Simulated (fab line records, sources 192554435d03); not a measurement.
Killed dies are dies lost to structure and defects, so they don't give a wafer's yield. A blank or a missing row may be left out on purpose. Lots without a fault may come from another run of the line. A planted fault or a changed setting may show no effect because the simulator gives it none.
Split-lot experiment | flow n5_finfet | 7 lots, 21 wafers read, on a route of 1938 steps

THE SPLIT
At N5_BEOL_M5_ETCH_72 (etches underlayer in N2/H2, target depth 6.5 nm, time 5.2 s), the setting bias_w was moved away from the recipe's 150 W on 7 of the 21 wafers read, by -16.2% to +11.8%. The other wafers ran this setting at the recipe's value.

The reading is taken at the split's own step.

THE READING
rf_vpp_V, in V, at N5_BEOL_M5_ETCH_72 (etches underlayer in N2/H2, target depth 6.5 nm, time 5.2 s). Fault-free wafers of this fab line usually give 523 V, standard deviation 3.2 V.

wafer  | tool, chamber at the split | bias_w as run, W | against the recipe | rf_vpp_V, V | against lot-mates on the recipe
L075.1 | rie_diel-06, 2             | 150              | recipe             | 522         | -
L075.3 | rie_diel-06, 1             | 150              | recipe             | 527         | -
L075.6 | rie_diel-06, 1             | 150              | recipe             | 529         | -
L078.2 | rie_diel-03, 3             | 133.4            | -11.1%             | 482         | -40
L078.3 | rie_diel-03, 1             | 133.4            | -11.1%             | 484         | -38
L078.6 | rie_diel-03, 3             | 150              | recipe             | 522         | -
L081.4 | rie_diel-01, 2             | 167.7            | +11.8%             | 567         | no lot-mate on the recipe
L081.5 | rie_diel-01, 2             | 167.7            | +11.8%             | 565         | no lot-mate on the recipe
L081.6 | rie_diel-01, 3             | 167.7            | +11.8%             | 566         | no lot-mate on the recipe
L080.3 | rie_diel-06, 1             | 150              | recipe             | 529         | -
L080.5 | rie_diel-06, 1             | 150              | recipe             | 526         | -
L080.6 | rie_diel-06, 0             | 150              | recipe             | 520         | -
L082.2 | rie_diel-01, 2             | 150              | recipe             | 526         | -
L082.3 | rie_diel-01, 0             | 125.7            | -16.2%             | 466         | -60
L082.6 | rie_diel-01, 1             | 125.7            | -16.2%             | 471         | -55
L084.1 | rie_diel-01, 2             | 150              | recipe             | 525         | -
L084.3 | rie_diel-01, 1             | 150              | recipe             | 526         | -
L084.4 | rie_diel-01, 1             | 150              | recipe             | 526         | -
L091.2 | rie_diel-06, 0             | 150              | recipe             | 521         | -
L091.5 | rie_diel-06, 3             | 150              | recipe             | 518         | -
L091.6 | rie_diel-06, 0             | 150              | recipe             | 519         | -

THE FIT
A straight line over all 21 wafers: rf_vpp_V changes by +3.53 V for each +1% of bias_w; r = +0.99; the points scatter about the line by 3.2 V.
The same after taking each lot's own level away (the mean of its wafers on the recipe; 18 wafers): +3.54 V for each +1%; r = +0.99; scatter 2.3 V.
On that fit, the largest move of bias_w shifts the reading by 57 V.
The lots' own levels span 519.3 to 526.0 V, that is 2.1 times the standard deviation above.
So the lot-to-lot level changes the slope little: the two slopes agree.
Check: with one of the wafers moved furthest among these (-16.2%) left out of the fit, the line predicts -56 V for it against its lot-mates. It came out at -60 V against them.
Tool readings at the split's step, against how far the setting was moved: rf_vpp_V r = +0.99.

OTHER SPLITS ON THESE WAFERS
These wafers also went through other splits before the reading. Each is held against what the fit with the lots' levels taken away leaves over:
other split on the same wafers    | wafers away from the commonest value | r with rf_vpp_V (lot level and that fit taken away)
N5_BEOL_M2_DEP_57 time_s          | 10                                   | +0.02
N5_BEOL_M3_COAT_05 spin_rpm       | 6                                    | +0.27
N5_BEOL_M3_COAT_22 spin_rpm       | 3                                    | +0.03
N5_BEOL_M4_DESCUM_16 time_s       | 8                                    | +0.30
N5_BEOL_M4_COAT_68 spin_rpm       | 9                                    | +0.09
N5_BEOL_M5_HM_DEP_02 target_thk_a | 6                                    | -0.20

THE FILE'S OWN FIT
rf_vpp_V changes by +3.53 V for each +1% of bias_w, r = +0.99.
